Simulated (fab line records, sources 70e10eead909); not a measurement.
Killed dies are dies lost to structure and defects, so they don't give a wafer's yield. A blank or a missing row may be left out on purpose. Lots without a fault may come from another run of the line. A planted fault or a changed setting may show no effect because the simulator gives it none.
Which tool did it? | flow nand_harc | 6 lots, 18 wafers sampled, at 5 steps of a route of 1159

WHAT THE GAUGES READ, wafer by wafer
NHARC_END_SORT_01.
lot  | measured     | on        | killed_at_array
L550 | day 20 04:00 | prober-02 | 14 15 18
L561 | day 22 04:17 | prober-02 | 23 18 14

WHICH TOOL RAN EACH LOT (tool, then ch and the chambers of the sampled wafers, then the start)
lot  | NHARC_A_STAIRCASE_ETCH_253         | NHARC_A_STAIRCASE_DEP_301       | NHARC_A_STAIRCASE_HM_OPEN_463               | NHARC_A_STAIRCASE_ETCH_315
L550 | rie_diel-04 ch 0,2,3, day 11 18:13 | pecvd-03 ch 1,2, day 12 03:19   | rie_diel-02 ch 0,1, day 20 04:00 or earlier | rie_diel-02 ch 2,3, day 20 04:00 or earlier
L552 | rie_diel-02 ch 2,3, day 12 03:47   | pecvd-04 ch 1,2, day 12 13:23   | rie_diel-02 ch 1,2, no start                | rie_diel-02 ch 0,2,3, no start
L561 | rie_diel-13 ch 0,1,3, day 14 13:57 | pecvd-01 ch 0,1, day 14 23:15   | rie_diel-13 ch 0,3, day 22 04:17 or earlier | rie_diel-13 ch 1,2,3, day 22 04:17 or earlier
L564 | rie_diel-04 ch 1,2,3, day 15 07:36 | pecvd-03 ch 0,1,2, day 15 18:39 | rie_diel-04 ch 0,2, no start                | rie_diel-04 ch 1,2,3, no start
L568 | rie_diel-04 ch 1,2,3, day 15 22:30 | pecvd-04 ch 0,1,2, day 16 09:20 | rie_diel-04 ch 1,2, no start                | rie_diel-04 ch 0,2, no start
L570 | rie_diel-13 ch 1,2,3, day 16 11:55 | pecvd-03 ch 0,1, day 16 22:22   | rie_diel-13 ch 1,2,3, no start              | rie_diel-13 ch 0,2,3, no start
- NHARC_A_STAIRCASE_ETCH_253: etches the open film in C4F8/O2, target depth 50 nm, time 20.2 s.
- NHARC_A_STAIRCASE_DEP_301: deposits SiON, target thk 30 nm.
- NHARC_A_STAIRCASE_HM_OPEN_463: chemistry O2/COS.
- NHARC_A_STAIRCASE_ETCH_315: etches the open film in C4F8/O2/Ar, target depth 2500 nm, time 607.1 s.

THE ANSWER, worked out from the rows above alone
Rule: what is usual is taken from the lots themselves. Put in order of their means at a reading, lots are off if they are a third of the lots or fewer, leave a main group of 4 or more, and stand apart from it by a gap of 3 or more times the standard deviation of the main group's means; of several such gaps the widest counts. A main group whose means are all the same, to the digits that the tables above print for the reading, isn't used. A lot without any number at a reading at which 4 lots or more have one is off too. The other lots that the step has rows for count as sound.
No lot is off at any reading shown: from this, nothing can be told.

WHAT THE SIMULATOR HAD PUT IN
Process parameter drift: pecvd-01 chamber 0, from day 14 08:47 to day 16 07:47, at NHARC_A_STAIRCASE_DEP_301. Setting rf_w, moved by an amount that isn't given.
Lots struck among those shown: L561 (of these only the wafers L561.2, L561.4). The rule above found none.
